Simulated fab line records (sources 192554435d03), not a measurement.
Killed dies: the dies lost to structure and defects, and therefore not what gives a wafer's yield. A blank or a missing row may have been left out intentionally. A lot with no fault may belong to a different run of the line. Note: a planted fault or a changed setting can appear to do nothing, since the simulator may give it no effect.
Matching of chambers || flow n5Finfet || N5_BEOL_M8_ETCH_61 on rieDiel-05 has 4 sister chambers
The step etches SiARC in CF4, target depth 45.5 nm, time 75.8 s. 4 wafers are shown with their chamber, then 11 later ones without.

== WAFERS WITH THEIR CHAMBER ==
{"wafer": "L084.4", "chamber": 3, "drypumpMotorCurrentA (A)": 5.88}
{"wafer": "L089.4", "chamber": 2, "drypumpMotorCurrentA (A)": 6.14}
{"wafer": "L089.5", "chamber": 0, "drypumpMotorCurrentA (A)": 5.57}
{"wafer": "L092.4", "chamber": 1, "drypumpMotorCurrentA (A)": 5.79}

== WAFERS MISSING THEIR CHAMBER ==
{"wafer": "L092.5", "drypumpMotorCurrentA (A)": 5.80}
{"wafer": "L092.6", "drypumpMotorCurrentA (A)": 5.59}
{"wafer": "L090.2", "drypumpMotorCurrentA (A)": 5.56}
{"wafer": "L090.3", "drypumpMotorCurrentA (A)": 5.82}
{"wafer": "L090.4", "drypumpMotorCurrentA (A)": 5.86}
{"wafer": "L094.1", "drypumpMotorCurrentA (A)": 5.59}
{"wafer": "L094.2", "drypumpMotorCurrentA (A)": 5.92}
{"wafer": "L094.3", "drypumpMotorCurrentA (A)": 6.13}
{"wafer": "L096.3", "drypumpMotorCurrentA (A)": 5.58}
{"wafer": "L096.5", "drypumpMotorCurrentA (A)": 5.80}
{"wafer": "L096.6", "drypumpMotorCurrentA (A)": 5.59}

== WHICH CHAMBER EACH WENT THROUGH ==
{"wafer": "L092.5", "from the rows above": 1, "in truth": 1}
{"wafer": "L092.6", "from the rows above": 0, "in truth": 0}
{"wafer": "L090.2", "from the rows above": 0, "in truth": 0}
{"wafer": "L090.3", "from the rows above": "can't be placed: 1 or 3", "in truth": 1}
{"wafer": "L090.4", "from the rows above": 3, "in truth": 3}
{"wafer": "L094.1", "from the rows above": 0, "in truth": 0}
{"wafer": "L094.2", "from the rows above": 3, "in truth": 3}
{"wafer": "L094.3", "from the rows above": 2, "in truth": 2}
{"wafer": "L096.3", "from the rows above": 0, "in truth": 0}
{"wafer": "L096.5", "from the rows above": 1, "in truth": 1}
{"wafer": "L096.6", "from the rows above": 0, "in truth": 0}
Placed correctly: 10 of 11. Can't be placed from these rows: 1 (the true chamber is among the candidates in 1). Placed wrongly: 0.
How it was worked out, from the rows above alone: a wafer's distance from a chamber is the root of the sum, over the readings, of the square of ((its reading less the chamber's mean) divided by the reading's scatter). The wafer belongs to the nearest chamber; if the next one is less than 2 further off, it can't be placed. For every chamber, the mean is computed from those of its wafers that are shown. The scatter: root of mean squared gap, hidden wafer to nearest shown wafer, with one shown wafer a chamber.
